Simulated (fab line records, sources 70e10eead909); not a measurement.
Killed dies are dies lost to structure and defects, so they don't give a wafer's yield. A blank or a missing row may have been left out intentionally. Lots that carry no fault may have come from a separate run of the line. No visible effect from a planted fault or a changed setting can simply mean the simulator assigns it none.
Problem report in the 8D (eight disciplines) form, filled by code / flow nand_harc / the parts of the form that need people (team, actions taken, sign-off) are left out

== 1. THE PROBLEM ==
Wafers without a fault read 119.9 nm, standard deviation 0.59; cd_nm at NHARC_A_M1_CD_MEAS_09 reads a mean of 103.0 nm on 6 wafers belonging to 2 lots. Measured from the usual mean, that is -29 standard deviations.
The step: target cd 120 nm.
Earliest sighting: wafer L552.3 on cd_sem-03 at day 28 22:40. The record has a number at this step for 42 wafers belonging to 14 lots. Rule for "out" (also "out of limits"): further than 4 standard deviations from the usual mean. Any other wafer with a number is counted as sound.

== 2. WHAT IT IS; WHAT IT IS NOT ==
question=which readings at this step | is=cd_nm | is not=-
question=which lots | is=L552, L553 | is not=L538, L539, L540, L541, L542, L543, L554, L556, L557, L558, L560, L561
question=which wafers of those lots | is=all that have a number | is not=-
question=read on which gauges | is=cd_sem-03 | is not=cd_sem-01, cd_sem-02
question=when | is=from day 28 22:40 | is not=up to then (18 sound wafers); but 18 sound wafers of L554, L556, L557, L558, L560, L561 came after

== 3. SUSPECTS, AND WHAT RULES EACH OUT ==
Counting: a tool stays on the suspect list if, at a process step up to the reading, it processed all lots that are out and no sound lot following the first of them.
- the gauge at NHARC_A_M1_CD_MEAS_09 has been ruled out. All the wafers that are out were read on cd_sem-03, but those of them that NHARC_A_M1_EXPOSE_06 has rows for are out there too, on other tools.
- rie_diel-09 at NHARC_A_BLC_STRIP_21 (strips in O2): ruled out as a lasting fault. Sound lots L554 ran on it after its first lot that is out, L552 (day 28 15:44).
- arfi_scanner-01 at NHARC_A_M1_EXPOSE_06 (exposes mask A M1, target cd 120 nm): kept. All lots that are out passed through it, beginning with L552 at day 28 22:32, and no sound lot followed; its final sound lot before that point was L540 at day 24 01:05. On those wafers its own readings are out: exposure_dose_mJ_cm2.
After counting, what remains is arfi_scanner-01 at NHARC_A_M1_EXPOSE_06.

== 4. THE CAUSE (what the simulator had put in) ==
Drift in process parameters on arfi_scanner-01 at NHARC_A_M1_EXPOSE_06, starting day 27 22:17. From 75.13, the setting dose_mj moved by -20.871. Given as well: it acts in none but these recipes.
The count eliminated every tool but this one.

== 5. SEQUENCE OF EFFECTS, ordered by route ==
One row per reading whose mean, taken over the struck wafers that have a number, lies over 3 standard deviations from the usual. Scope: only readings with a usual standard deviation given in the record; hours: median across lots of the time from each lot's start at the first step in this table that gives one to its start at this step; sigmas: change in usual standard deviations.
hours=0; step=NHARC_A_M1_EXPOSE_06; reading=exposure_dose_mJ_cm2; usual=75.11; on struck wafers=56.31; change=-18.80; sigmas=-99 or more
hours=0; step=NHARC_A_M1_CD_MEAS_09; reading=cd_nm; usual=119.9 nm; on struck wafers=103.0; change=-16.9; sigmas=-29
It contains these process steps:
- NHARC_A_M1_EXPOSE_06: exposes mask A M1, target cd 120 nm.

== 6. WHAT WOULD HAVE CAUGHT IT SOONER ==
24 hours passed between the start of the fault at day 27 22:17 and the first reading out of limits at a measuring or inspecting step in this record, taken at day 28 22:40.
The tool's own readings at NHARC_A_M1_EXPOSE_06 were out on every struck wafer that the step has a row for (exposure_dose_mJ_cm2): an alarm limit on them would have fired on the first of those.
Of the lots that are out (2), L553 began NHARC_A_M1_EXPOSE_06 on arfi_scanner-01 after day 28 22:40. It would have been spared by a hold on the tool at that moment.
